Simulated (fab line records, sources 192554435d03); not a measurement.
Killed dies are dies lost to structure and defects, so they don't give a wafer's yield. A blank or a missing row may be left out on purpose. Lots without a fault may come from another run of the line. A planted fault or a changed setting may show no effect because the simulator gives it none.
Problem report in the 8D (eight disciplines) form, filled by code | flow n5_finfet | the parts of the form that need people (team, actions taken, sign-off) are left out

1. THE PROBLEM
susceptor_temp_C at N5_DUMMY_GATE_ALD_02 reads a mean of 296.22 C on 6 wafers of 2 lots; wafers without a fault read 300.01 C with a standard deviation of 0.19. That is -20 standard deviations from the usual mean.
The step: deposits SiO2, target thk 2 nm, pulse time 1 s.
First seen on wafer L898.2, day 5 09:43, on ald_sin-01. The record holds 30 wafers of 10 lots with a number at this step. Rule for "out", or "out of limits": more than 4 standard deviations from the usual mean. The other wafers with a number count as sound.

2. WHAT IT IS AND WHAT IT IS NOT
question                    | is                     | is not
which readings at this step | susceptor_temp_C       | heater_power_w
which lots                  | L898, L901             | L887, L893, L895, L896, L897, L899, L908, L910
which wafers of those lots  | all that have a number | -
read on which tools         | ald_sin-01             | ald_sin-02, ald_sin-03
when                        | from day 5 09:43       | up to then (15 sound wafers); but 9 sound wafers of L899, L908, L910 came after

3. SUSPECTS, AND WHAT RULES EACH OUT
Counting: a tool at a process step up to the reading stays a suspect if it ran every lot that is out and no sound lot after the first of them.
- ald_sin-04 at N5_STI_FIN_REVEAL_ALD_00 (deposits SiO2, target thk 1 nm, pulse time 1 s): ruled out as a lasting fault. Sound lots L910 ran on it after its first lot that is out, L898 (day 5 00:30).
- rtp_anneal-02 at N5_STI_FIN_REVEAL_DENSIFY_30: ruled out as a lasting fault. Sound lots L908, L910 ran on it after its first lot that is out, L898 (day 5 06:00).
- ald_sin-01 at N5_DUMMY_GATE_ALD_02 (deposits SiO2, target thk 2 nm, pulse time 1 s): kept. It ran every lot that is out, first L898 (day 5 09:43), and no sound lot after that; its last sound lot up to then is L897 (day 5 04:31). Its own readings are out on those wafers: susceptor_temp_C.
Left after counting: ald_sin-01 at N5_DUMMY_GATE_ALD_02.

4. THE CAUSE (what the simulator had put in)
Process parameter drift: ald_sin-01, from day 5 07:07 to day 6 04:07, at N5_DUMMY_GATE_ALD_02. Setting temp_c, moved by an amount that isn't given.
Counting left only this tool.

5. THE CHAIN OF EFFECTS, in route order
Each row: a reading whose mean over the struck wafers that have a number lies more than 3 standard deviations from the usual. Only readings for which the record gives a usual standard deviation are gone through. hours: the time from each lot's start at the first step in this table that gives one to its start at this step, as a median over the lots. sigmas: the change in usual standard deviations.
hours | step                 | reading          | usual    | on struck wafers | change | sigmas
0     | N5_DUMMY_GATE_ALD_02 | susceptor_temp_C | 300.01 C | 296.22           | -3.79  | -20
The process steps in it:
- N5_DUMMY_GATE_ALD_02: deposits SiO2, target thk 2 nm, pulse time 1 s.
Later measuring or inspecting steps at which every struck wafer that the step has a row for has a number for every such reading, and none has moved that far: N5_BEOL_M4_RC_MEAS_101.

6. WHAT WOULD HAVE CAUGHT IT SOONER
In this record the first reading out of limits was taken at day 5 09:43, 3 hours after the fault began at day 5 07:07.
